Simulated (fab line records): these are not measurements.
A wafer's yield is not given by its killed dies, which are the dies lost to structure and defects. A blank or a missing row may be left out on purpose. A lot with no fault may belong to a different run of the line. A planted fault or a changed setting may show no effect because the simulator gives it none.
fab line records || flow n5_finfet
record: {"lots": 4, "wafers": 12, "last_day": 17}
route steps=1938 shown BEOL_M10@1486
lots untouched by any fault: they come from a run of this same line in which no faults occurred
start_h: hours from the record's first day to the start of the lot's first wafer shown || wait_h: hours since the lot's step before || " as in the row above || L1.1+2: one row covering several wafers at once || - no value, or no start given || * or withheld: withheld || < > ~ a bound
route shown NAME@n: a module of which the file shows steps, and the number in the route of the first || usual: mean/standard deviation of fault-free wafers || same: alike in all rows || chamber/n: place in a boat || sites: readings site by site || _std_site: how widely they spread, as a standard deviation || _edge_site: outer sites' mean less inner sites' || radius_mm: for every site, how far away it sits from the centre of the wafer || mask NAME#n: copy n || behind: the most recent tool/chamber to have shaped the wafer || hold: why the lot went on hold/how many hours it stayed there/how the hold came to an end || device: transistor that didn't switch, given as n, p or np || end of line: the route-end tests of the same wafers || step lacking rows: just its recipe || killed: the dies lost at the first sort to structure and to defects; this is not the yield of the wafer || map: a wafer's dies, x killed, . not, _ none there
set.NAME: the setting as run; set.NAME@STEP: as run at that earlier step || model.NAME: the simulator's own value behind a step, which no gauge read
lots at selected steps of the route; one table per step, one row per wafer
services: the hour from which a tool's chamber was out of use, counted from the record's first day as start_h (under 0 if before that day), plus the number of hours and why
== steps ==
step: N5_BEOL_M10_DESCUM_16
recipe: {"chemistry": "O2", "time_s": 7.9, "source_power_w": 50, "bias_power_w": 20, "pressure_mtorr": 20, "rf_frequency_hz": 2.712e+07, "temp_c": 40, "resist": "CAR-ArF", "o2_flow_sccm": 225}
step: N5_BEOL_M10_ETCH_61
recipe: {"chemistry": "CF4", "target": "SiARC", "target_depth_a": 390, "mask_material": "CAR-ArF", "time_s": 65, "ion_energy_ev": 80, "pressure_mtorr": 40, "source_w": 545, "bias_w": 36, "Ar_flow_sccm": 100, "cf4_flow_sccm": 100, "ends": "cleared"}
step: N5_BEOL_M10_ETCH_62
recipe: {"chemistry": "N2/H2", "target": "SOC", "target_depth_a": 1100, "overetch_a": 220, "mask_material": "SiARC", "temp_c": 40, "time_s": 165, "ion_energy_ev": 200, "pressure_mtorr": 30, "source_w": 840, "bias_w": 150, "n2_flow_sccm": 200, "h2_flow_sccm": 200}
step: N5_BEOL_M10_STRIP_68
recipe: {"chemistry": "N2/H2", "temp_c": 40, "n2_flow_sccm": 200, "h2_flow_sccm": 200, "rf_frequency_hz": 6e+07}
step: N5_BEOL_M10_STRIP_67
recipe: {"chemistry": "CF4", "resist": "SiARC", "power_w": 300, "bias_power_w": 75, "pressure_mtorr": 50, "cf4_flow_sccm": 150, "rf_frequency_hz": 6e+07}
step: N5_BEOL_M10_HM_OPEN_17
recipe: {"chemistry": "Cl2/BCl3", "target_depth_a": 200, "overetch_a": 60, "target": "TiN", "mask_material": "SOC", "ion_energy_ev": 150, "pressure_mtorr": 10, "icp_w": 1000, "bias_w": 126, "Cl2_flow_sccm": 53.25, "bcl3_flow_sccm": 21.75, "Ar_flow_sccm": 25}
step: N5_BEOL_M10_STRIP_19
recipe: {"chemistry": "O2", "power_w": 400, "temp_c": 40, "pressure_mtorr": 30, "rf_frequency_hz": 6e+07, "bias_power_w": 0, "overash_fraction": 0.2, "o2_flow_sccm": 225}
step: N5_BEOL_M10_COAT_63
recipe: {"resist": "SOC", "temp_c": 250, "time_s": 60, "spin_rpm": 1500, "resist_thk_nm": 100}
step: N5_BEOL_M10_COAT_64
recipe: {"resist": "SiARC", "temp_c": 220, "time_s": 60, "spin_rpm": 1500, "resist_thk_nm": 30}
usual: {"spin_speed_rpm": "1500.0/0.98"}
{"lot.wafer": "L120.2", "tool": "litho_track-04", "chamber": 0, "start_h": 261.67, "wait_h": "-", "spin_speed_rpm": 1499.5, "model.SiARC_of_BEOL_M10_COAT_64.thk_nm": 29.8}
{"lot.wafer": "L120.5", "tool": "litho_track-04", "chamber": 0, "start_h": 261.67, "wait_h": "-", "spin_speed_rpm": 1499.8, "model.SiARC_of_BEOL_M10_COAT_64.thk_nm": 30}
{"lot.wafer": "L120.6", "tool": "litho_track-04", "chamber": 0, "start_h": 261.67, "wait_h": "-", "spin_speed_rpm": 1501.3, "model.SiARC_of_BEOL_M10_COAT_64.thk_nm": 29.8}
{"lot.wafer": "L124.1", "tool": "litho_track-04", "chamber": 0, "start_h": 294.06, "wait_h": "-", "spin_speed_rpm": 1534.8, "model.SiARC_of_BEOL_M10_COAT_64.thk_nm": 29.6}
{"lot.wafer": "L124.3", "tool": "litho_track-04", "chamber": 0, "start_h": 294.06, "wait_h": "-", "spin_speed_rpm": 1535.0, "model.SiARC_of_BEOL_M10_COAT_64.thk_nm": 29.6}
{"lot.wafer": "L124.5", "tool": "litho_track-04", "chamber": 0, "start_h": 294.06, "wait_h": "-", "spin_speed_rpm": 1534.0, "model.SiARC_of_BEOL_M10_COAT_64.thk_nm": 29.6}
{"lot.wafer": "L126.1", "tool": "litho_track-04", "chamber": 0, "start_h": 311.85, "wait_h": "-", "spin_speed_rpm": 1535.7, "model.SiARC_of_BEOL_M10_COAT_64.thk_nm": 29.6}
{"lot.wafer": "L126.3", "tool": "litho_track-04", "chamber": 0, "start_h": 311.85, "wait_h": "-", "spin_speed_rpm": 1533.7, "model.SiARC_of_BEOL_M10_COAT_64.thk_nm": 29.6}
{"lot.wafer": "L126.4", "tool": "litho_track-04", "chamber": 0, "start_h": 311.85, "wait_h": "-", "spin_speed_rpm": 1536.1, "model.SiARC_of_BEOL_M10_COAT_64.thk_nm": 29.6}
{"lot.wafer": "L131.3", "tool": "litho_track-03", "chamber": 0, "start_h": 348.75, "wait_h": "-", "spin_speed_rpm": 1500.2, "model.SiARC_of_BEOL_M10_COAT_64.thk_nm": 30}
{"lot.wafer": "L131.5", "tool": "litho_track-03", "chamber": 0, "start_h": 348.75, "wait_h": "-", "spin_speed_rpm": 1500.1, "model.SiARC_of_BEOL_M10_COAT_64.thk_nm": 30}
{"lot.wafer": "L131.6", "tool": "litho_track-03", "chamber": 0, "start_h": 348.75, "wait_h": "-", "spin_speed_rpm": 1498.2, "model.SiARC_of_BEOL_M10_COAT_64.thk_nm": 30}
step: N5_BEOL_M10_COAT_22
recipe: {"resist": "CAR-ArF", "spin_rpm": 1500, "resist_thk_nm": 90}
step: N5_BEOL_M10_EBR_24
recipe: {"solvent": "PGMEA", "ebr_width_mm": 1.5}
step: N5_BEOL_M10_SOFTBAKE_23
recipe: {"temp_c": 110, "time_s": 60, "resist": "CAR-ArF"}
step: N5_BEOL_M10_EXPOSE_25
recipe: {"mask_id": "V9", "na": 1.35, "source_shape": "annular", "sigma_inner": 0.5, "sigma_outer": 0.8, "polarization": "unpolarized", "dose_mj": 85.5}
step: N5_BEOL_M10_PEB_26
recipe: {"peb_temp_c": "withheld", "peb_time_s": 60, "resist": "CAR-ArF"}
step: N5_BEOL_M10_DEVELOP_27
recipe: {"develop_time_s": 30, "developer": "TMAH", "resist": "CAR-ArF", "rinse_liquid": "diw", "dry": "air_spin", "dev_temp_c": 23}
step: N5_BEOL_M10_DESCUM_33
recipe: {"chemistry": "O2", "time_s": 7.9, "source_power_w": 50, "bias_power_w": 20, "pressure_mtorr": 20, "rf_frequency_hz": 2.712e+07, "temp_c": 40, "resist": "CAR-ArF", "o2_flow_sccm": 225}
step: N5_BEOL_M10_ETCH_65
recipe: {"chemistry": "CF4", "target": "SiARC", "target_depth_a": 390, "mask_material": "CAR-ArF", "time_s": 65, "ion_energy_ev": 80, "pressure_mtorr": 40, "source_w": 545, "bias_w": 36, "Ar_flow_sccm": 100, "cf4_flow_sccm": 100, "ends": "cleared"}
usual: {"drypump_motor_current_A": "5.8/0.43", "etch_rf_on_time_s": "64.5/2.1", "oes_product_au": "0.72/0.074", "rf_fwd_power_W": "538.4/2.4", "rf_vpp_V": "184.3/1.1", "showerhead_plenum_p_Torr": "2.17/0.058", "throttle_valve_pct": "15.50/0.19"}
{"lot.wafer": "L120.2", "tool": "rie_diel-06", "chamber": 0, "start_h": 262.36, "wait_h": 0.0, "drypump_motor_current_A": 5.3, "etch_rf_on_time_s": 66.5, "oes_product_au": 0.57, "rf_fwd_power_W": 538.2, "rf_hours_counter_h": 238, "rf_vpp_V": 183.6, "showerhead_plenum_p_Torr": 2.05, "throttle_valve_pct": 15.89, "model.etch.depth_nm": 29.89}
{"lot.wafer": "L120.5", "tool": "rie_diel-06", "chamber": 3, "start_h": 262.36, "wait_h": 0.0, "drypump_motor_current_A": 5.7, "etch_rf_on_time_s": 62.0, "oes_product_au": 0.74, "rf_fwd_power_W": 537.3, "rf_hours_counter_h": "-", "rf_vpp_V": 184.1, "showerhead_plenum_p_Torr": 2.17, "throttle_valve_pct": 15.32, "model.etch.depth_nm": 29.96}
{"lot.wafer": "L120.6", "tool": "rie_diel-06", "chamber": 2, "start_h": 262.36, "wait_h": 0.0, "drypump_motor_current_A": 6.4, "etch_rf_on_time_s": 63.5, "oes_product_au": 0.77, "rf_fwd_power_W": 539.9, "rf_hours_counter_h": "-", "rf_vpp_V": 183.8, "showerhead_plenum_p_Torr": 2.17, "throttle_valve_pct": 15.32, "model.etch.depth_nm": 29.88}
{"lot.wafer": "L124.1", "tool": "rie_diel-06", "chamber": 1, "start_h": 294.43, "wait_h": 0.0, "drypump_motor_current_A": 6.5, "etch_rf_on_time_s": 62.0, "oes_product_au": 0.76, "rf_fwd_power_W": 536.1, "rf_hours_counter_h": 38, "rf_vpp_V": 184.8, "showerhead_plenum_p_Torr": 2.20, "throttle_valve_pct": 15.33, "model.etch.depth_nm": 29.62}
{"lot.wafer": "L124.3", "tool": "rie_diel-06", "chamber": 3, "start_h": 294.43, "wait_h": 0.0, "drypump_motor_current_A": 5.7, "etch_rf_on_time_s": 62.7, "oes_product_au": 0.71, "rf_fwd_power_W": 538.3, "rf_hours_counter_h": 61, "rf_vpp_V": 183.8, "showerhead_plenum_p_Torr": 2.17, "throttle_valve_pct": 15.35, "model.etch.depth_nm": 29.68}
{"lot.wafer": "L124.5", "tool": "rie_diel-06", "chamber": 1, "start_h": 294.43, "wait_h": 0.0, "drypump_motor_current_A": 6.5, "etch_rf_on_time_s": 62.2, "oes_product_au": 0.78, "rf_fwd_power_W": 535.9, "rf_hours_counter_h": "-", "rf_vpp_V": 185.3, "showerhead_plenum_p_Torr": 2.20, "throttle_valve_pct": 15.34, "model.etch.depth_nm": 29.64}
{"lot.wafer": "L126.1", "tool": "rie_diel-04", "chamber": 2, "start_h": 312.34, "wait_h": 0.0, "drypump_motor_current_A": 5.8, "etch_rf_on_time_s": 65.3, "oes_product_au": 0.65, "rf_fwd_power_W": 538.1, "rf_hours_counter_h": 159, "rf_vpp_V": 185.0, "showerhead_plenum_p_Torr": 2.23, "throttle_valve_pct": 15.82, "model.etch.depth_nm": 29.58}
{"lot.wafer": "L126.3", "tool": "rie_diel-04", "chamber": 0, "start_h": 312.34, "wait_h": 0.0, "drypump_motor_current_A": 5.3, "etch_rf_on_time_s": 63.3, "oes_product_au": 0.74, "rf_fwd_power_W": 532.8, "rf_hours_counter_h": 41, "rf_vpp_V": 183.6, "showerhead_plenum_p_Torr": 2.18, "throttle_valve_pct": 15.54, "model.etch.depth_nm": 29.59}
{"lot.wafer": "L126.4", "tool": "rie_diel-04", "chamber": 1, "start_h": 312.34, "wait_h": 0.0, "drypump_motor_current_A": 5.4, "etch_rf_on_time_s": 62.5, "oes_product_au": 0.79, "rf_fwd_power_W": 539.0, "rf_hours_counter_h": 24, "rf_vpp_V": 185.1, "showerhead_plenum_p_Torr": 2.18, "throttle_valve_pct": 15.37, "model.etch.depth_nm": 29.6}
{"lot.wafer": "L131.3", "tool": "rie_diel-05", "chamber": 3, "start_h": 349.25, "wait_h": 0.0, "drypump_motor_current_A": 6.1, "etch_rf_on_time_s": 62.8, "oes_product_au": 0.82, "rf_fwd_power_W": 540.6, "rf_hours_counter_h": 13, "rf_vpp_V": 181.9, "showerhead_plenum_p_Torr": 2.10, "throttle_valve_pct": 15.40, "model.etch.depth_nm": 30.05}
{"lot.wafer": "L131.5", "tool": "rie_diel-05", "chamber": 2, "start_h": 349.25, "wait_h": 0.0, "drypump_motor_current_A": 5.7, "etch_rf_on_time_s": 64.5, "oes_product_au": 0.61, "rf_fwd_power_W": 540.7, "rf_hours_counter_h": "-", "rf_vpp_V": 183.9, "showerhead_plenum_p_Torr": 2.22, "throttle_valve_pct": 15.77, "model.etch.depth_nm": 29.96}
{"lot.wafer": "L131.6", "tool": "rie_diel-05", "chamber": 1, "start_h": 349.25, "wait_h": 0.0, "drypump_motor_current_A": 6.1, "etch_rf_on_time_s": 64.7, "oes_product_au": 0.68, "rf_fwd_power_W": 537.6, "rf_hours_counter_h": "-", "rf_vpp_V": 183.5, "showerhead_plenum_p_Torr": 2.16, "throttle_valve_pct": 15.39, "model.etch.depth_nm": 30.07}
step: N5_BEOL_M10_ETCH_66
recipe: {"chemistry": "N2/H2", "target": "SOC", "target_depth_a": 1200, "overetch_a": 240, "mask_material": "SiARC", "temp_c": 40, "time_s": 180, "ion_energy_ev": 200, "pressure_mtorr": 30, "source_w": 840, "bias_w": 150, "n2_flow_sccm": 200, "h2_flow_sccm": 200}
== services ==
{"tool": "rie_diel-05", "chamber": 3, "start_h": 242.46, "hours": 40.9, "kind": "repair"}
{"tool": "rie_diel-04", "chamber": 3, "start_h": 250.90, "hours": "-", "kind": "clean"}
{"tool": "rie_diel-04", "chamber": 3, "start_h": 250.90, "hours": "-", "kind": "consumable_replace:focus_ring"}
{"tool": "rie_diel-04", "chamber": 3, "start_h": 250.90, "hours": 25.0, "kind": "scheduled_down"}
{"tool": "rie_diel-04", "chamber": 3, "start_h": 250.90, "hours": 25.0, "kind": "vent_cycle"}
{"tool": "rie_diel-04", "chamber": 1, "start_h": 252.29, "hours": 3.0, "kind": "repair"}
{"tool": "rie_diel-06", "chamber": 2, "start_h": 275.94, "hours": 2.5, "kind": "repair"}
{"tool": "rie_diel-05", "chamber": 3, "start_h": 283.73, "hours": "-", "kind": "clean"}
{"tool": "rie_diel-05", "chamber": 3, "start_h": 283.73, "hours": "-", "kind": "consumable_replace:focus_ring"}
{"tool": "rie_diel-05", "chamber": 3, "start_h": 283.73, "hours": 26.2, "kind": "scheduled_down"}
{"tool": "rie_diel-05", "chamber": 3, "start_h": 283.73, "hours": 26.2, "kind": "vent_cycle"}
{"tool": "rie_diel-06", "chamber": 0, "start_h": 300.33, "hours": "-", "kind": "clean"}
{"tool": "rie_diel-06", "chamber": 0, "start_h": 300.33, "hours": "-", "kind": "consumable_replace:focus_ring"}
{"tool": "rie_diel-06", "chamber": 0, "start_h": 300.33, "hours": "-", "kind": "consumable_replace:showerhead"}
{"tool": "rie_diel-06", "chamber": 0, "start_h": 300.33, "hours": 15.9, "kind": "scheduled_down"}
{"tool": "rie_diel-06", "chamber": 0, "start_h": 300.33, "hours": 15.9, "kind": "vent_cycle"}
== key ==
first_sign: {"step": "N5_BEOL_M10_COAT_64", "reading": "spin_speed_rpm", "direction": "up", "sigmas": 36, "usual": "*", "struck": "*"}
effect none on later readings
model_effect: {"step": "N5_BEOL_M10_COAT_64", "value": "SiARC_of_BEOL_M10_COAT_64.thk_nm", "without": 30, "struck": 29.6}
model_effect: {"step": "N5_BEOL_M10_ETCH_65", "value": "etch.depth_nm", "without": 29.96, "struck": 29.62}
met_at N5_BEOL_M10_COAT_64
struck_wafers L124.1,L124.3,L124.5,L126.1,L126.3,L126.4
baseline_loss: {"step": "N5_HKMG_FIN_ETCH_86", "wafers": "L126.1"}
onset_between 261.67 294.06
fault: {"kind": "process_parameter_drift", "tool": "litho_track-04", "chamber": "-", "onset_h": 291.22, "steps": "N5_BEOL_M10_COAT_64", "channel": "spin_rpm", "offset": "*", "shape": "step", "end_h": 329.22, "acts_in": "*", "stated": "*"}
baseline_loss: these wafers lose ten dies or more at that step, a loss of the line's own and not of a fault; the sort's usual values leave them out
